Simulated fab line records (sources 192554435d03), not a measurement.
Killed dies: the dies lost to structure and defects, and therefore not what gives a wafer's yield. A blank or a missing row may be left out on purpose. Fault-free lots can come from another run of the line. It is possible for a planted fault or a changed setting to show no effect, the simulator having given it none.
fab line records | flow n5_finfet
record: lots: 5 wafers: 12 last_day: 18
route steps=1938 shown BEOL_M11@1590 BEOL_M12@1602 PASSIVATION@1936
lots that met no fault: taken from a fault-free run of the same line
start_h: hours from the record's first day to the start of the lot's first wafer shown | wait_h: hours since the lot's step before | " identical to the entry in the row above | L1.1+2: several wafers, shown together as one row | - value missing, or start not given | * or withheld: withheld | < > ~ a bound
route shown NAME@n: NAME is a module with steps in the file, n the number in the route of the first one | usual: average and standard deviation across the fault-free wafers | same: alike in all rows | chamber/n: place in a boat | sites: the reading at each site | _std_site: the values' standard deviation | _edge_site: the outer-site mean with the inner-site mean subtracted | radius_mm: for every site, how far away it sits from the centre of the wafer | mask NAME#n: copy n | behind: tool/chamber where the wafer was last shaped | hold: reason for holding the lot/hours on hold/outcome of the hold | device: which transistor (n, p or np) failed to switch | end of line: tests run on the same wafers once the route is complete | a step with no rows: only its recipe | killed: dies that structure and defects cost at the first sort, which is not the same as the wafer's yield | map: a wafer's dies, marking killed ones x, the rest . and places with no die _
set.NAME: the run value of the setting; set.NAME@STEP: its run value at that earlier step | model.NAME: the simulator's own value behind a step, which no gauge read
a table for each step, a row for each wafer; lots at some steps of the route
services: when a tool's chamber went out of use (start_h, in hours from the record's first day, below 0 if earlier), for how many hours, and the reason
== steps ==
step: N5_BEOL_M11_ALD_74
recipe: material: TaN target_thk_a: 20 temp_c: 275 ald_precursor_family: PDMAT ald_co_reactant: NH3 pressure_torr: 3 carrier_flow_sccm: 1500 pulse_time_s: 2 purge_time_s: 3 co_reactant_purge_time_s: 2 co_reactant_pulse_time_s: 3 ald_cycles: 40 precursor_vessel_temp_c: 75 precursor_vessel_pressure_torr: 26.25 precursor_vessel_carrier_sccm: 1000
step: N5_BEOL_M11_SURFACE_TREAT_76
recipe: gas: Ar time_s: * ion_energy_ev: * ion_current_ma_cm2: 0.5 pressure_mtorr: * ar_flow_sccm: 30
step: N5_BEOL_M11_CVD_75
recipe: material: Co target_thk_a: 20 temp_c: withheld precursor: CCTBA/H2 pressure_torr: 30 time_s: 138.9
step: N5_BEOL_M11_SPUTTER_48
recipe: material: Cu target_thk_a: 120 temp_c: -20 bias_v: 60 power_w: 26000 chamber_pressure_pa: 0.13 time_s: 2
step: N5_BEOL_M11_ECD_50
recipe: material: Cu target_thk_a: 3180
step: N5_BEOL_M11_ANNEAL_51
recipe: temp_c: 225 time_s: 90 ambient: N2
step: N5_BEOL_M11_CMP_52
recipe: stop_on: SiCOH_lowk t_overpolish_s: 7 down_force_psi: 1 platen_rpm: 50 clearing_platen_down_force_psi: 1.5 clearing_platen_rpm: 50 post_cmp_clean: cu_alkaline target_thk_nm: 140 clearing_platen_pad_velocity_m_s: 0.99484 pad_velocity_m_s: 0.99484
step: N5_BEOL_M11_PRE_CLEAN_55
recipe: gas: NH3 time_s: 15 temp_c: withheld rf_power_w: 300
step: N5_BEOL_M11_DEP_56
recipe: material: SiCN target_thk_a: 300 temp_c: withheld precursor: 3MS/NH3 pressure_torr: 3 rf_w: 675 time_s: 10.5
step: N5_BEOL_M12_ILD_DEP_00
recipe: material: SiOC target_thk_a: 6589.2 temp_c: 350 precursor: DEMS/O2 pressure_torr: 5 rf_w: 500 time_s: 130.7
usual: heater_power_w: 503/77 run_length_s: 175.5/0.61 showerhead_plenum_p_Torr: 5.694/0.013 throttle_valve_pct: 12.2/0.72
columns lot.wafer tool chamber start_h wait_h heater_power_w run_length_s showerhead_plenum_p_Torr throttle_valve_pct model.SiOC_of_BEOL_M12_ILD_DEP_00.thk_nm
L224.1 pecvd-03 0 305.17 0.0 521 176.4 5.685 11.6 664
L224.3 " 1 " " 592 175.1 5.687 12.8 649.6
L224.4 " 1 " " 475 175.2 5.717 12.7 655.4
L231.3 pecvd-03 0 351.62 0.0 541 244.5 5.688 11.8 993.6
L231.4 " 1 " " 584 175.7 5.702 12.8 660.2
L235.2 pecvd-03 2 363.19 0.0 472 244.6 5.700 10.9 994.8
L235.3 " 0 " " 495 244.1 5.713 11.6 1000
L234.1 pecvd-03 0 375.75 0.0 559 175.6 5.697 11.9 660.6
L234.2 " 1 " " 483 243.5 5.706 13.0 1000
L236.1 pecvd-02 1 376.62 0.0 474 174.7 5.673 12.2 648.6
L236.4 " 0 " " 498 176.6 5.665 13.6 666.8
L236.5 " 1 " " 487 174.6 5.673 12.4 652.2
step: N5_BEOL_M12_THK_MEAS_01
recipe: reads: SiOC_of_BEOL_M12_ILD_DEP_00
usual: M12_ILD_THK: 658/8.1
columns lot.wafer tool chamber start_h wait_h M12_ILD_THK[nm]
L224.1 film_metro-02 - 305.30 0.1 664
L224.3 " - " " 649
L224.4 " - " " 655
L231.3 film_metro-02 - 351.75 0.1 994
L231.4 " - " " 661
L235.2 film_metro-02 - 363.32 0.1 995
L235.3 " - " " 1000
L234.1 film_metro-02 - 375.88 0.1 661
L234.2 " - " " 1001
L236.1 film_metro-02 - 376.75 0.1 648
L236.4 " - " " 667
L236.5 " - " " 652
step: N5_BEOL_M12_COAT_58
recipe: resist: BARC temp_c: 205 time_s: 60 spin_rpm: 1500 resist_thk_nm: 89
step: N5_BEOL_M12_COAT_04
recipe: spin_rpm: 1625 resist_thk_nm: 400
step: N5_BEOL_M12_EBR_06
recipe: solvent: PGMEA ebr_width_mm: 1.5
step: N5_BEOL_M12_SOFTBAKE_05
recipe: temp_c: 130 time_s: 60
step: N5_BEOL_M12_EXPOSE_07
recipe: mask_id: V11 na: 0.93 source_shape: conventional sigma_outer: 0.6 polarization: unpolarized attpsm_phase_deg: 180 dose_mj: 32.5
step: N5_BEOL_M12_PEB_08
recipe: peb_temp_c: 130 peb_time_s: 90
step: N5_BEOL_M12_DEVELOP_09
recipe: develop_time_s: 45 rinse_liquid: diw dry: air_spin dev_temp_c: 21
step: N5_BEOL_M12_HARDBAKE_14
recipe: temp_c: 130 time_s: 120
step: N5_BEOL_M12_DESCUM_15
recipe: chemistry: O2 time_s: 7.9 source_power_w: 50 bias_power_w: 20 pressure_mtorr: 20 rf_frequency_hz: 2.712e+07 temp_c: 40 o2_flow_sccm: 225
step: N5_BEOL_M12_ETCH_59
recipe: chemistry: N2/H2 target: BARC target_depth_a: 890 overetch_a: 267 time_s: 67.9 ion_energy_ev: 200 pressure_mtorr: 30 source_w: 840 bias_w: 150 n2_flow_sccm: 200 h2_flow_sccm: 200
step: N5_BEOL_M12_VIA_ETCH_16
recipe: chemistry: C4F8/O2/Ar target: SiOC pressure_mtorr: 30 source_w: 3000 bias_w: 700 Ar_flow_sccm: 400 C4F8_flow_sccm: 15 O2_flow_sccm: 8 he_inner_torr: 15 he_outer_torr: 30 target_depth_a: 7248 time_s: withheld ion_energy_ev: 250 ends: cleared
usual: drypump_motor_current_A: 5.8/0.33 oes_product_au: 0.71/0.063 rf_vpp_V: 665/3.5 showerhead_plenum_p_Torr: 3.39/0.13 throttle_valve_pct: 24.2/0.3
columns lot.wafer tool chamber start_h wait_h drypump_motor_current_A oes_product_au rf_vpp_V showerhead_plenum_p_Torr throttle_valve_pct model.etch.depth_nm model.coat_of_BEOL_M12_COAT_04.thk_nm
L224.1 rie_diel-04 3 305.77 0.0 5.7 0.72 672 3.60 24.4 664.1 124.6
L224.3 " 0 " " 5.5 0.73 662 3.31 23.9 649.5 126.6
L224.4 " 1 " " 6.2 0.74 670 3.61 24.3 655.3 127.4
L231.3 rie_diel-03 2 352.23 0.0 5.5 0.71 670 3.51 24.6 993.6 24.4
L231.4 " 2 " " 5.5 0.64 668 3.51 24.6 660.3 124
L235.2 rie_diel-04 3 363.80 0.0 5.7 0.77 670 3.59 24.5 994.9 27.6
L235.3 " 0 " " 5.5 0.78 662 3.30 24.0 1000 23.8
L234.1 rie_diel-01 0 376.50 0.0 6.1 0.67 660 3.26 23.9 660.6 122.6
L234.2 " 1 " " 6.0 0.86 663 3.33 23.9 1000 21.4
L236.1 rie_diel-04 3 377.55 0.0 5.7 0.68 671 3.59 24.5 648.6 127.8
L236.4 " 1 " " 6.1 0.72 668 3.60 24.3 666.8 121.2
L236.5 " 0 " " 5.5 0.70 662 3.29 23.9 652.3 124.2
step: N5_BEOL_M12_STRIP_63
recipe: chemistry: N2/H2 power_w: 1000 temp_c: 250 h2_frac: 0.65 overash_fraction: 0.3 pressure_mtorr: 1000 n2_flow_sccm: 1750 h2_flow_sccm: 3250
usual: drypump_motor_current_A: 5.4/0.48 heater_power_w: 335/22 n2_flow_sccm: 1750/4.3 oes_product_au: 0.693/0.0043 strip_time_to_endpoint_s: 42.7/0.77
columns lot.wafer tool chamber start_h wait_h drypump_motor_current_A heater_power_w n2_flow_sccm oes_product_au rf_hours_counter_h strip_time_to_endpoint_s
L224.1 plasma_asher-01 0 305.97 - 4.9 321 1752 0.695 84 42.9
L224.3 " 0 " " 5.0 327 1752 0.693 - 43.5
L224.4 " 1 " " 6.0 356 1751 0.697 - 43.7
L231.3 plasma_asher-01 0 352.45 - 4.9 320 1748 0.630 - 13.1
L231.4 " 1 " " 6.0 348 1746 0.691 - 42.8
L235.2 plasma_asher-01 0 364.01 - 4.9 322 1745 0.631 95 14.3
L235.3 " 0 " " 4.9 324 1753 0.613 - 12.9
L234.1 plasma_asher-01 0 376.71 - 4.9 321 1757 0.689 101 42.4
L234.2 " 1 " " 6.0 347 1747 0.574 101 12.0
L236.1 plasma_asher-01 1 377.76 - 6.0 361 1747 0.689 102 43.8
L236.4 " 1 " " 6.0 353 1747 0.690 - 42.0
L236.5 " 1 " " 6.0 372 1747 0.692 - 42.8
step: N5_BEOL_M12_STRIP_64
recipe: chemistry: N2/H2 power_w: 1000 temp_c: 250 h2_frac: 0.65 overash_fraction: 0.3 pressure_mtorr: withheld n2_flow_sccm: 1750 h2_flow_sccm: 3250
step: N5_BEOL_M12_STRIP_71
recipe: chemistry: post_etch_residue_remover time_s: 60 temp_c: 25 remover_ph: withheld remover_water_wt_pct: withheld remover_fluoride_wt_pct: withheld
step: N5_BEOL_M12_SRD_72
recipe: time_s: 30 temp_c: 23 rinse_liquid: diw dry: n2_spin spin_rpm: 1500 dry_time_s: 30
step: N5_BEOL_M12_COAT_65
recipe: resist: SOC temp_c: 250 time_s: 60 spin_rpm: 1500 resist_thk_nm: 300
step: N5_BEOL_M12_COAT_66
recipe: resist: SiARC temp_c: 220 time_s: 60 spin_rpm: 1500 resist_thk_nm: 110
step: N5_BEOL_M12_COAT_22
recipe: spin_rpm: 2888 resist_thk_nm: 300
step: N5_BEOL_M12_EBR_24
recipe: solvent: PGMEA ebr_width_mm: 1.5
step: N5_BEOL_M12_SOFTBAKE_23
recipe: temp_c: 130 time_s: 60
step: N5_BEOL_M12_EXPOSE_25
recipe: mask_id: M12 na: 0.93 source_shape: conventional sigma_outer: 0.4 polarization: unpolarized dose_mj: 21.8
step: N5_BEOL_M12_PEB_26
recipe: peb_temp_c: 130 peb_time_s: 90
step: N5_BEOL_M12_DEVELOP_27
recipe: develop_time_s: 45 rinse_liquid: diw dry: air_spin dev_temp_c: 21
step: N5_BEOL_M12_HARDBAKE_32
recipe: temp_c: 130 time_s: 120
step: N5_BEOL_M12_CMP_49
recipe: stop_on: SiOC t_overpolish_s: 20.6 down_force_psi: 1 platen_rpm: 50 clearing_platen_down_force_psi: 1.5 clearing_platen_rpm: 50 post_cmp_clean: cu_alkaline target_thk_nm: 320 clearing_platen_pad_velocity_m_s: 0.99484 pad_velocity_m_s: 0.99484
usual: motor_current_A: 6.1/0.76 slurry_flow_ml_min: 150.0/0.49
columns lot.wafer tool chamber start_h wait_h motor_current_A slurry_flow_ml_min model.SiOC_of_BEOL_M12_ILD_DEP_00.thk_nm
L224.3 cmp-02 2 308.75 0.2 5.5 150.4 589
L224.1 " 3 " " 5.8 150.2 604.8
L224.4 " 0 " " 5.0 149.3 594.6
L231.4 cmp-02 3 355.88 0.1 5.8 149.4 599.6
L231.3 " 2 " " 5.6 151.0 934.4
L235.3 cmp-03 2 368.57 0.2 6.5 149.1 941.6
L235.2 " 3 " " 7.8 150.2 935
L234.1 cmp-04 0 384.71 0.3 5.3 149.4 600.6
L234.2 " 2 " " 6.9 150.4 940.8
L236.4 cmp-02 3 388.47 0.2 5.5 151.1 607.4
L236.1 " 0 " " 5.5 149.9 589.8
L236.5 " 1 " " 6.2 150.5 593.8
step: N5_PASSIVATION_PROBE_49
usual: defect_limited_yield: 91.2/1.5 killed_at_M0_to_M3: 32/9.6 killed_at_M4_up: 13/5.3 killed_at_contacts: 13/6.7 killed_at_front_end: 42/11 killed_at_other: 3.8/2.9 killed_dies: 103/17 killed_open: 67/13 killed_short: 35/7.9 sort_bin_5_function: 5.2/0.94 sort_bin_6_memory: 3.3/0.64 sort_n_pass: 1077/17 sort_yield_pct: 91.2/1.5
same: gross_dies: 1180 killed_at_back_side: 0 sort_bin_4_leakage[%]: 0 sort_bin_8_speed[%]: 0
columns lot.wafer tool chamber start_h wait_h defect_limited_yield[%] killed_at_M0_to_M3 killed_at_M4_up killed_at_contacts killed_at_front_end killed_at_other killed_dies killed_open killed_short sort_bin_5_function[%] sort_bin_6_memory[%] sort_n_pass sort_yield_pct[%]
L231.3 prober-01 - 402.31 0.1 92.0 21 16 17 36 4 94 64 28 4.5 3.1 1086 92.0
killed by level:class
L231.3 MOL_CONTACT_COAG:geometric_particle:open=14 FIN_SAQP:geometric_particle:open=8 FIN_SAQP:geometric_particle:short=8 STI_FIN_REVEAL:geometric_particle:open=6 BEOL_M4:geometric_particle:open=6 BEOL_M2:geometric_particle:open=6 BEOL_M0_SAQP:geometric_particle:open=5 BEOL_M5:geometric_particle:open=5
== services ==
columns tool chamber start_h hours kind
rie_diel-01 2 290.57 - clean
rie_diel-01 2 290.57 - consumable_replace:focus_ring
rie_diel-01 2 290.57 21.6 scheduled_down
rie_diel-01 2 290.57 21.6 vent_cycle
cmp-04 - 301.93 4.0 pm
cmp-04 - 305.93 - consumable_replace:conditioner
cmp-04 - 305.93 - consumable_replace:pad
cmp-04 - 323.99 2.3 repair
cmp-02 - 326.83 0.7 repair
pecvd-03 0 333.37 5.5 scheduled_down
rie_diel-04 1 344.77 30.9 repair
pecvd-03 0 347.29 2.1 scheduled_down
cmp-02 - 348.91 3.7 pm
cmp-03 - 350.81 3.5 repair
cmp-02 - 352.96 1.1 repair
rie_diel-03 - 361.14 2.8 pm
rie_diel-04 2 376.09 - clean
rie_diel-04 2 376.09 - consumable_replace:focus_ring
rie_diel-04 2 376.09 16.8 scheduled_down
rie_diel-04 2 376.09 16.8 vent_cycle
rie_diel-04 1 384.65 6.6 repair
== key ==
first_sign: step: N5_BEOL_M12_ILD_DEP_00 reading: run_length_s direction: up sigmas: 99+ usual: * struck: *
effect: step: N5_BEOL_M12_THK_MEAS_01 reading: M12_ILD_THK direction: up sigmas: 42 usual: 658 struck: 997
effect: step: N5_BEOL_M12_STRIP_63 reading: strip_time_to_endpoint_s direction: down sigmas: 38 usual: * struck: *
model_effect: step: N5_BEOL_M12_ILD_DEP_00 value: SiOC_of_BEOL_M12_ILD_DEP_00.thk_nm without: 656.8 struck: 997.2
model_effect: step: N5_BEOL_M12_VIA_ETCH_16 value: etch.depth_nm without: 656.7 struck: 997.2
model_effect: step: N5_BEOL_M12_CMP_49 value: SiOC_of_BEOL_M12_ILD_DEP_00.thk_nm without: 597.4 struck: 938
met_at N5_BEOL_M12_ILD_DEP_00
struck_wafers L231.3,L234.2,L235.2,L235.3
onset_between 305.17 351.62
fault: kind: process_parameter_drift tool: pecvd-03 chamber: - onset_h: 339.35 steps: N5_BEOL_M12_ILD_DEP_00 channel: time_s offset: * shape: step end_h: 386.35 scope: struck_wafers_only acts_in: * stated: *
